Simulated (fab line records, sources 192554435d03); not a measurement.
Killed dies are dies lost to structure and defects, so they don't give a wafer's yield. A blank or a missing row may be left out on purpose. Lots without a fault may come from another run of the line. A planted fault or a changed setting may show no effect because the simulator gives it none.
Which tool did it? | flow n5_finfet | 24 lots, 72 wafers sampled, at 5 steps of a route of 1938

WHAT THE GAUGES READ, wafer by wafer
N5_BEOL_M1_THK_MEAS_53: measures by xrf. Usual: M1_THK 39.9 nm, standard deviation 1.5.
lot  | measured     | on            | M1_THK (nm)    | flag
L074 | day 6 08:09  | film_metro-02 | 41.8 42.7 41.5 |
L075 | day 6 15:02  | film_metro-01 | 38.8 40.5 41.3 |
L076 | day 7 00:24  | film_metro-02 | 38.3 39.5 41.0 |
L077 | day 7 03:20  | film_metro-02 | 37.3 38.4 40.4 |
L078 | day 7 11:42  | film_metro-02 | 37.5 37.6 40.2 |
L079 | day 7 15:06  | film_metro-01 | 40.9 42.6 40.4 |
L080 | day 7 20:24  | film_metro-02 | 39.9 40.6 40.5 |
L081 | day 8 06:31  | film_metro-01 | 39.9 40.8 40.2 |
L082 | day 8 11:09  | film_metro-01 | 41.3 40.4 42.3 |
L083 | day 9 03:16  | film_metro-02 | 41.9 40.9 40.9 |
L084 | day 9 04:46  | film_metro-01 | 42.3 42.3 41.9 |
L085 | day 9 07:48  | film_metro-01 | 39.8 40.6 40.5 |
L086 | day 9 09:28  | film_metro-01 | 37.8 40.6 40.4 |
L087 | day 9 10:59  | film_metro-01 | 38.7 39.0 39.3 |
L088 | day 10 02:47 | film_metro-02 | 40.0 41.3 41.9 |
L089 | day 10 07:16 | film_metro-02 | 39.3 40.2 40.3 |
L090 | day 10 14:08 | film_metro-02 | 38.8 38.3 39.3 |
L091 | day 10 16:16 | film_metro-01 | 41.7 38.6 41.7 |
L092 | day 11 09:50 | film_metro-02 | 39.8 37.8 38.6 |
L093 | day 11 12:19 | film_metro-02 | 35.5 36.3 39.2 |
L094 | day 11 13:55 | film_metro-02 | 39.8 39.0 39.9 |
L095 | day 11 17:33 | film_metro-01 | 39.4 40.3 38.2 |
L097 | day 12 04:12 | film_metro-02 | 37.3 39.6 40.7 |
L096 | day 12 12:24 | film_metro-02 | 39.2 39.7 38.4 |

WHICH TOOL RAN EACH LOT (tool, then ch and the chambers of the sampled wafers, then the start)
lot  | N5_BEOL_M1_STRIP_66                | N5_BEOL_M1_ETCH_70                 | N5_BEOL_M1_SPUTTER_79        | N5_BEOL_M1_SPUTTER_96
L074 | rie_diel-02 ch 0,1,3, day 6 01:40  | rie_diel-06 ch 1,2,3, day 6 04:19  | pvd_sputter-01, day 6 05:49  | pvd_sputter-01, day 6 07:22
L075 | rie_diel-01 ch 1,3, day 6 08:57    | rie_diel-01 ch 0,3, day 6 11:04    | pvd_sputter-02, day 6 12:26  | pvd_sputter-02, day 6 13:59
L076 | rie_diel-02 ch 0,3, day 6 15:41    | rie_diel-06 ch 2,3, day 6 18:25    | pvd_sputter-03, day 6 21:55  | pvd_sputter-03, day 6 23:28
L077 | rie_diel-02 ch 2,3, day 6 22:08    | rie_diel-02 ch 0,2,3, day 6 23:13  | pvd_sputter-03, day 7 01:01  | pvd_sputter-03, day 7 02:33
L078 | rie_diel-02 ch 0,3, day 7 03:51    | rie_diel-06 ch 0,3, day 7 06:53    | pvd_sputter-03, day 7 09:00  | pvd_sputter-03, day 7 10:32
L079 | rie_diel-02 ch 0,2, day 7 08:39    | rie_diel-01 ch 0,2, day 7 11:11    | pvd_sputter-03, day 7 12:46  | pvd_sputter-03, day 7 14:19
L080 | rie_diel-06 ch 1,3, day 7 08:51    | rie_diel-01 ch 0,2,3, day 7 15:53  | pvd_sputter-01, day 7 18:04  | pvd_sputter-01, day 7 19:36
L081 | rie_diel-01 ch 0,3, day 8 00:02    | rie_diel-02 ch 0,2,3, day 8 02:26  | pvd_sputter-01, day 8 04:11  | pvd_sputter-01, day 8 05:43
L082 | rie_diel-01 ch 1,3, day 8 03:59    | rie_diel-01 ch 2,3, day 8 06:26    | pvd_sputter-01, day 8 08:49  | pvd_sputter-01, day 8 10:22
L083 | rie_diel-01 ch 0,1,2, day 8 11:34  | rie_diel-01 ch 0,2, day 8 23:04    | pvd_sputter-03, day 9 00:56  | pvd_sputter-03, day 9 02:28
L084 | rie_diel-02 ch 1,2,3, day 8 14:42  | rie_diel-02 ch 0,1,2, day 8 23:32  | pvd_sputter-01, day 9 02:26  | pvd_sputter-01, day 9 03:59
L085 | rie_diel-02 ch 0,2, day 8 20:38    | rie_diel-02 ch 1,2,3, day 9 03:58  | pvd_sputter-03, day 9 05:27  | pvd_sputter-03, day 9 06:59
L086 | rie_diel-06 ch 2,3, day 9 00:45    | rie_diel-06 ch 0,1, day 9 04:06    | pvd_sputter-02, day 9 06:58  | pvd_sputter-02, day 9 08:31
L087 | rie_diel-06 ch 0,1,3, day 9 04:46  | rie_diel-01 ch 0,2,3, day 9 06:52  | pvd_sputter-01, day 9 08:40  | pvd_sputter-01, day 9 10:12
L088 | rie_diel-06 ch 0,2, day 9 15:52    | rie_diel-01 ch 1,2,3, day 9 22:26  | pvd_sputter-01, day 10 00:20 | pvd_sputter-01, day 10 01:52
L089 | rie_diel-02 ch 0,3, day 9 20:41    | rie_diel-01 ch 0,1,2, day 10 02:28 | pvd_sputter-02, day 10 04:55 | pvd_sputter-02, day 10 06:28
L090 | rie_diel-06 ch 0,3, day 10 03:28   | rie_diel-06 ch 1,2,3, day 10 10:07 | pvd_sputter-03, day 10 11:49 | pvd_sputter-03, day 10 13:21
L091 | rie_diel-06 ch 0,2,3, day 10 06:59 | rie_diel-06 ch 0,1,2, day 10 11:34 | pvd_sputter-03, day 10 13:56 | pvd_sputter-03, day 10 15:28
L092 | rie_diel-06 ch 0,1,3, day 10 14:20 | rie_diel-01 ch 0,1,2, day 11 05:10 | pvd_sputter-03, day 11 06:53 | pvd_sputter-03, day 11 08:26
L093 | rie_diel-01 ch 0,2, day 10 20:21   | rie_diel-02 ch 0,1,2, day 11 08:05 | pvd_sputter-01, day 11 10:00 | pvd_sputter-01, day 11 11:32
L094 | rie_diel-01 ch 0,1, day 11 06:11   | rie_diel-06 ch 1,2,3, day 11 08:13 | pvd_sputter-02, day 11 11:29 | pvd_sputter-02, day 11 13:02
L095 | rie_diel-02 ch 0,1,2, day 11 12:37 | rie_diel-01 ch 1,2, day 11 13:50   | pvd_sputter-02, day 11 15:13 | pvd_sputter-02, day 11 16:46
L097 | rie_diel-01 ch 0,1,3, day 11 18:07 | rie_diel-02 ch 0,2, day 11 22:55   | pvd_sputter-03, day 12 01:52 | pvd_sputter-03, day 12 03:25
L096 | rie_diel-02 ch 0,1, day 11 23:41   | rie_diel-06 ch 0,3, day 12 07:16   | pvd_sputter-01, day 12 10:04 | pvd_sputter-01, day 12 11:36
- N5_BEOL_M1_STRIP_66: strips in CF4.
- N5_BEOL_M1_ETCH_70: etches SOC in N2/H2, target depth 80 nm, overetch 16 nm, time 120 s.
- N5_BEOL_M1_SPUTTER_79: material Cu, target thk 4.5 nm, time 8.29 s.
- N5_BEOL_M1_SPUTTER_96: material Cu, target thk 4.5 nm, time 8.29 s.

WHAT THE TOOLS THEMSELVES READ (means of the sampled wafers that have a number; where no wafer has one, the mark that the record gives instead)
N5_BEOL_M1_STRIP_66. Usual: bias_power_w 75.03 W, standard deviation 0.21; drypump_motor_current_A 5.7 A, standard deviation 0.44; oes_product_au 0.79 a.u., standard deviation 0.092; rf_vpp_V 270.9 V, standard deviation 1.4; showerhead_plenum_p_Torr 1.78 Torr, standard deviation 0.048; throttle_valve_pct 13.48 %, standard deviation 0.18.
lot  | tool        | bias_power_w (W) | drypump_motor_current_A (A) | oes_product_au (a.u.) | rf_vpp_V (V) | showerhead_plenum_p_Torr (Torr) | throttle_valve_pct (%) | flag
L074 | rie_diel-02 | 75.03            | 5.8                         | 0.70                  | 271.1        | 1.79                            | 13.73                  |
L075 | rie_diel-01 | 74.92            | 5.1                         | 0.81                  | 270.2        | 1.74                            | 13.33                  |
L076 | rie_diel-02 | 75.04            | 5.8                         | 0.71                  | 272.4        | 1.80                            | 13.65                  |
L077 | rie_diel-02 | 74.98            | 5.8                         | 0.88                  | 270.8        | 1.80                            | 13.48                  |
L078 | rie_diel-02 | 75.08            | 5.8                         | 0.70                  | 271.2        | 1.80                            | 13.67                  |
L079 | rie_diel-02 | 75.20            | 6.0                         | 0.88                  | 271.2        | 1.77                            | 13.50                  |
L080 | rie_diel-06 | 74.98            | 6.1                         | 0.86                  | 271.2        | 1.80                            | 13.29                  |
L081 | rie_diel-01 | 74.97            | 5.0                         | 0.79                  | 270.9        | 1.78                            | 13.48                  |
L082 | rie_diel-01 | 75.18            | 5.0                         | 0.79                  | 270.0        | 1.74                            | 13.36                  |
L083 | rie_diel-01 | 74.83            | 5.5                         | 0.77                  | 270.0        | 1.78                            | 13.46                  |
L084 | rie_diel-02 | 75.13            | 5.8                         | 0.85                  | 270.3        | 1.79                            | 13.48                  |
L085 | rie_diel-02 | 74.93            | 5.9                         | 0.77                  | 270.5        | 1.77                            | 13.62                  |
L086 | rie_diel-06 | 74.93            | 5.7                         | 0.74                  | 269.2        | 1.76                            | 13.40                  |
L087 | rie_diel-06 | 74.95            | 6.1                         | 0.88                  | 270.9        | 1.80                            | 13.32                  |
L088 | rie_diel-06 | 75.04            | 5.7                         | 0.77                  | 270.3        | 1.77                            | 13.39                  |
L089 | rie_diel-02 | 75.02            | 5.8                         | 0.69                  | 271.0        | 1.79                            | 13.72                  |
L090 | rie_diel-06 | 75.03            | 5.8                         | 0.88                  | 271.4        | 1.75                            | 13.26                  |
L091 | rie_diel-06 | 75.13            | 5.8                         | 0.80                  | 269.5        | 1.75                            | 13.34                  |
L092 | rie_diel-06 | 75.00            | 6.1                         | 0.85                  | 271.1        | 1.79                            | 13.34                  |
L093 | rie_diel-01 | 75.12            | 5.2                         | 0.77                  | 271.2        | 1.79                            | 13.50                  |
L094 | rie_diel-01 | 74.92            | 5.8                         | 0.73                  | 272.0        | 1.81                            | 13.65                  |
L095 | rie_diel-02 | 75.10            | 6.0                         | 0.82                  | 270.8        | 1.76                            | 13.52                  |
L097 | rie_diel-01 | 75.17            | 5.4                         | 0.75                  | 270.7        | 1.77                            | 13.53                  |
L096 | rie_diel-02 | 75.13            | 6.0                         | 0.83                  | 270.4        | 1.75                            | 13.49                  |

N5_BEOL_M1_ETCH_70. Usual: bias_w 149.9 W, standard deviation 0.43; drypump_motor_current_A 5.7 A, standard deviation 0.53; oes_product_au 0.62 a.u., standard deviation 0.065; rf_vpp_V 523.3 V, standard deviation 2.3; showerhead_plenum_p_Torr 2.52 Torr, standard deviation 0.08; temp_c 39.99 C, standard deviation 0.11; throttle_valve_pct 17.69 %, standard deviation 0.19.
lot  | tool        | bias_w (W) | drypump_motor_current_A (A) | oes_product_au (a.u.) | rf_vpp_V (V) | showerhead_plenum_p_Torr (Torr) | temp_c (C) | throttle_valve_pct (%) | flag
L074 | rie_diel-06 | 149.9      | 6.1                         | 0.64                  | 524.8        | 2.57                            | 40.06      | 17.63                  |
L075 | rie_diel-01 | 149.7      | 5.4                         | 0.60                  | 525.3        | 2.60                            | 39.90      | 17.89                  |
L076 | rie_diel-06 | 149.5      | 5.7                         | 0.58                  | 523.1        | 2.51                            | 39.95      | 17.60                  |
L077 | rie_diel-02 | 150.3      | 5.8                         | 0.61                  | 523.9        | 2.55                            | 40.02      | 17.81                  |
L078 | rie_diel-06 | 149.8      | 5.8                         | 0.73                  | 522.5        | 2.49                            | 40.05      | 17.43                  |
L079 | rie_diel-01 | 149.9      | 5.2                         | 0.61                  | 523.4        | 2.54                            | 40.11      | 17.76                  |
L080 | rie_diel-01 | 150.0      | 5.2                         | 0.61                  | 523.5        | 2.53                            | 39.94      | 17.77                  |
L081 | rie_diel-02 | 150.1      | 5.8                         | 0.60                  | 524.4        | 2.54                            | 40.08      | 17.83                  |
L082 | rie_diel-01 | 150.7      | 4.8                         | 0.63                  | 522.2        | 2.47                            | 40.06      | 17.61                  |
L083 | rie_diel-01 | 150.0      | 5.3                         | 0.60                  | 523.6        | 2.54                            | 40.10      | 17.78                  |
L084 | rie_diel-02 | 150.2      | 6.0                         | 0.67                  | 522.1        | 2.50                            | 39.97      | 17.69                  |
L085 | rie_diel-02 | 149.8      | 5.9                         | 0.66                  | 523.2        | 2.54                            | 39.97      | 17.73                  |
L086 | rie_diel-06 | 149.8      | 6.3                         | 0.68                  | 525.2        | 2.62                            | 39.94      | 17.66                  |
L087 | rie_diel-01 | 150.1      | 5.1                         | 0.60                  | 523.2        | 2.53                            | 39.90      | 17.78                  |
L088 | rie_diel-01 | 150.1      | 5.1                         | 0.61                  | 521.7        | 2.46                            | 39.88      | 17.60                  |
L089 | rie_diel-01 | 149.6      | 5.5                         | 0.58                  | 524.0        | 2.52                            | 39.98      | 17.76                  |
L090 | rie_diel-06 | 149.7      | 6.1                         | 0.61                  | 523.7        | 2.55                            | 40.06      | 17.69                  |
L091 | rie_diel-06 | 150.1      | 6.1                         | 0.63                  | 523.9        | 2.56                            | 40.06      | 17.65                  |
L092 | rie_diel-01 | 149.7      | 5.5                         | 0.58                  | 523.4        | 2.51                            | 39.96      | 17.79                  |
L093 | rie_diel-02 | 150.0      | 6.0                         | 0.64                  | 522.7        | 2.49                            | 40.07      | 17.72                  |
L094 | rie_diel-06 | 150.0      | 6.1                         | 0.61                  | 524.1        | 2.55                            | 39.94      | 17.70                  |
L095 | rie_diel-01 | 150.3      | 5.2                         | 0.59                  | 522.0        | 2.46                            | 39.83      | 17.63                  |
L097 | rie_diel-02 | 150.1      | 6.0                         | 0.64                  | 522.8        | 2.49                            | 39.94      | 17.77                  |
L096 | rie_diel-06 | 150.0      | 5.8                         | 0.66                  | 522.2        | 2.47                            | 39.79      | 17.50                  |

N5_BEOL_M1_SPUTTER_79. Usual: chuck_gas_flow_sccm 1.27 sccm, standard deviation 0.055; throttle_valve_pct 30.1 %, standard deviation 0.92.
lot  | tool           | chuck_gas_flow_sccm (sccm) | throttle_valve_pct (%) | flag
L074 | pvd_sputter-01 | 1.27                       | 30.3                   |
L075 | pvd_sputter-02 | 1.31                       | 29.1                   |
L076 | pvd_sputter-03 | 1.33                       | 30.4                   |
L077 | pvd_sputter-03 | 1.29                       | 30.3                   |
L078 | pvd_sputter-03 | 1.24                       | 30.6                   |
L079 | pvd_sputter-03 | 1.19                       | 29.4                   |
L080 | pvd_sputter-01 | 1.29                       | 29.9                   |
L081 | pvd_sputter-01 | 1.22                       | 30.2                   |
L082 | pvd_sputter-01 | 1.27                       | 31.2                   |
L083 | pvd_sputter-03 | 1.28                       | 30.4                   |
L084 | pvd_sputter-01 | 1.24                       | 30.6                   |
L085 | pvd_sputter-03 | 1.24                       | 30.4                   |
L086 | pvd_sputter-02 | 1.25                       | 29.5                   |
L087 | pvd_sputter-01 | 1.31                       | 31.0                   |
L088 | pvd_sputter-01 | 1.28                       | 30.8                   |
L089 | pvd_sputter-02 | 1.28                       | 29.2                   |
L090 | pvd_sputter-03 | 1.26                       | 30.3                   |
L091 | pvd_sputter-03 | 1.27                       | 30.5                   |
L092 | pvd_sputter-03 | 1.29                       | 29.7                   |
L093 | pvd_sputter-01 | 1.25                       | 31.0                   |
L094 | pvd_sputter-02 | 1.23                       | 29.4                   |
L095 | pvd_sputter-02 | 1.25                       | 29.0                   |
L097 | pvd_sputter-03 | 1.27                       | 30.4                   |
L096 | pvd_sputter-01 | 1.24                       | 30.8                   |

N5_BEOL_M1_SPUTTER_96. Usual: chuck_gas_flow_sccm 1.26 sccm, standard deviation 0.05; throttle_valve_pct 30.1 %, standard deviation 0.88.
lot  | tool           | chuck_gas_flow_sccm (sccm) | throttle_valve_pct (%) | flag
L074 | pvd_sputter-01 | 1.25                       | 30.1                   |
L075 | pvd_sputter-02 | 1.27                       | 29.1                   |
L076 | pvd_sputter-03 | 1.26                       | 30.3                   |
L077 | pvd_sputter-03 | 1.26                       | 30.2                   |
L078 | pvd_sputter-03 | 1.24                       | 30.6                   |
L079 | pvd_sputter-03 | 1.26                       | 29.4                   |
L080 | pvd_sputter-01 | 1.27                       | 29.9                   |
L081 | pvd_sputter-01 | 1.27                       | 30.3                   |
L082 | pvd_sputter-01 | 1.30                       | 31.2                   |
L083 | pvd_sputter-03 | 1.29                       | 30.6                   |
L084 | pvd_sputter-01 | 1.30                       | 30.3                   |
L085 | pvd_sputter-03 | 1.20                       | 30.4                   |
L086 | pvd_sputter-02 | 1.29                       | 29.7                   |
L087 | pvd_sputter-01 | 1.18                       | 31.0                   |
L088 | pvd_sputter-01 | 1.24                       | 30.9                   |
L089 | pvd_sputter-02 | 1.30                       | 29.4                   |
L090 | pvd_sputter-03 | 1.27                       | 30.2                   |
L091 | pvd_sputter-03 | 1.23                       | 30.3                   |
L092 | pvd_sputter-03 | 1.27                       | 29.7                   |
L093 | pvd_sputter-01 | 1.24                       | 30.8                   |
L094 | pvd_sputter-02 | 1.28                       | 29.5                   |
L095 | pvd_sputter-02 | 1.28                       | 28.9                   |
L097 | pvd_sputter-03 | 1.25                       | 30.4                   |
L096 | pvd_sputter-01 | 1.23                       | 31.0                   |

THE ANSWER, worked out from the rows above alone
Rule: a lot is off if the mean of its wafers that have a number lies more than 3 standard deviations from the usual mean. A lot without any number at a reading at which 4 lots or more have one is off too. The other lots that the step has rows for count as sound. The gauges are gone through in route order, then the tools' own readings, and for those a lot's mean is taken as printed above. The first step at which some lot is off is used, and at that step the reading that is off furthest; a lot without a number counts as furthest.
No lot is off at any reading shown: from this, nothing can be told.

WHAT THE SIMULATOR HAD PUT IN
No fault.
